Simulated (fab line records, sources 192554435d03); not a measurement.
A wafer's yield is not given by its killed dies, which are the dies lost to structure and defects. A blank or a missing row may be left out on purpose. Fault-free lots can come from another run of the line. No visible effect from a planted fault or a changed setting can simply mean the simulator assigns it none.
Which of the tools did it? | flow n5 finfet | 12 lots with 36 wafers sampled at 4 steps, on a route of 1938 steps

== WHAT EACH GAUGE READ, for each wafer ==
N5_STI_FIN_REVEAL_INSPECT_13: inspects for defects (darkfield).
lot  | measured    | on                | raw defect count
L075 | day 2 19:10 | defect inspect-01 | 10 9 14
L077 | day 3 08:44 | defect inspect-02 | 15 15 10
L079 | day 3 20:49 | defect inspect-01 | 8 4 10
L081 | day 4 07:02 | defect inspect-02 | 25 13 10
L083 | day 4 18:53 | defect inspect-02 | 7 9 14
L085 | day 5 09:05 | defect inspect-01 | 20 15 19
L087 | day 5 19:37 | defect inspect-01 | 8 7 12
L089 | day 6 07:34 | defect inspect-02 | 7 9 4
L091 | day 6 18:03 | defect inspect-01 | 11 10 7
L093 | day 7 08:26 | defect inspect-02 | 4 5 21
L095 | day 7 19:00 | defect inspect-01 | 18 4 5
L097 | day 8 06:32 | defect inspect-02 | 27 17 14

== WHICH TOOL RAN EACH LOT (tool, then ch and the chambers of the sampled wafers, then the start) ==
lot  | N5_FIN_CUT_ETCH_21                | N5_FIN_CUT_STRIP_24               | N5_FIN_CUT_PRECLEAN_35
L075 | rie diel-01 ch 1,2,3, day 2 09:28 | rie diel-01 ch 1,2,3, day 2 09:38 | vapor etch-02 ch 0,1, day 2 09:47
L077 | rie diel-01 ch 0,1,2, day 2 23:07 | rie diel-01 ch 0,1,2, day 2 23:26 | vapor etch-01 ch 0,1, day 2 23:34
L079 | rie diel-01 ch 0,1, day 3 11:10   | rie diel-01 ch 0,1, day 3 11:29   | vapor etch-02 ch 0,1, day 3 11:37
L081 | rie diel-04 ch 2,3, day 3 20:46   | rie diel-04 ch 2,3, day 3 21:06   | vapor etch-01 ch 0,1, day 3 21:14
L083 | rie diel-01 ch 0,1, day 4 09:13   | rie diel-01 ch 0,1, day 4 09:32   | vapor etch-02 ch 0,1, day 4 09:40
L085 | rie diel-01 ch 1,2, day 4 22:07   | rie diel-01 ch 1,2, day 4 22:26   | vapor etch-02 ch 0,1, day 4 22:34
L087 | rie diel-03 ch 0,2, day 5 09:47   | rie diel-03 ch 0,2, day 5 10:06   | vapor etch-02 ch 0,1, day 5 10:14
L089 | rie diel-01 ch 0,1,3, day 5 21:58 | rie diel-01 ch 0,1,3, day 5 22:18 | vapor etch-01 ch 0,1, day 5 22:26
L091 | rie diel-04 ch 0,3, day 6 08:19   | rie diel-04 ch 0,3, day 6 08:39   | vapor etch-02 ch 0, day 6 08:47
L093 | rie diel-04 ch 0,2, day 6 22:50   | rie diel-04 ch 0,2, day 6 23:10   | vapor etch-01 ch 0,1, day 6 23:19
L095 | rie diel-03 ch 0,1,3, day 7 09:26 | rie diel-03 ch 0,1,3, day 7 09:45 | vapor etch-02 ch 0,1, day 7 09:53
L097 | rie diel-04 ch 0,3, day 7 20:25   | rie diel-04 ch 0,3, day 7 20:44   | vapor etch-02 ch 0,1, day 7 20:54
- N5_FIN_CUT_ETCH_21: etches SOC in N2/H2, target depth 219 nm, overetch 43.8 nm, time 523.5 s.
- N5_FIN_CUT_STRIP_24: strips in CF4.
- N5_FIN_CUT_PRECLEAN_35: cleans in vHF, time 13.3 s.

== THE ANSWER, worked out from the rows above alone ==
Rule: usual is defined by the lots themselves. The widest of any qualifying gaps counts: lots, ordered by their means at a reading, are off when they make up no more than a third of the lots, leave a main group of 4 or more, and stand apart from it by 3 or more times the standard deviation of that group's means. A main group is skipped when, at the precision printed for the reading in the tables above, its means are all equal. A lot without any number at a reading at which 4 lots or more have one is off too. Any other lot the step has rows for is counted as sound.
No lot is off on any of the readings shown, so nothing can be concluded from this.

== WHAT HAD BEEN PUT IN BY THE SIMULATOR ==
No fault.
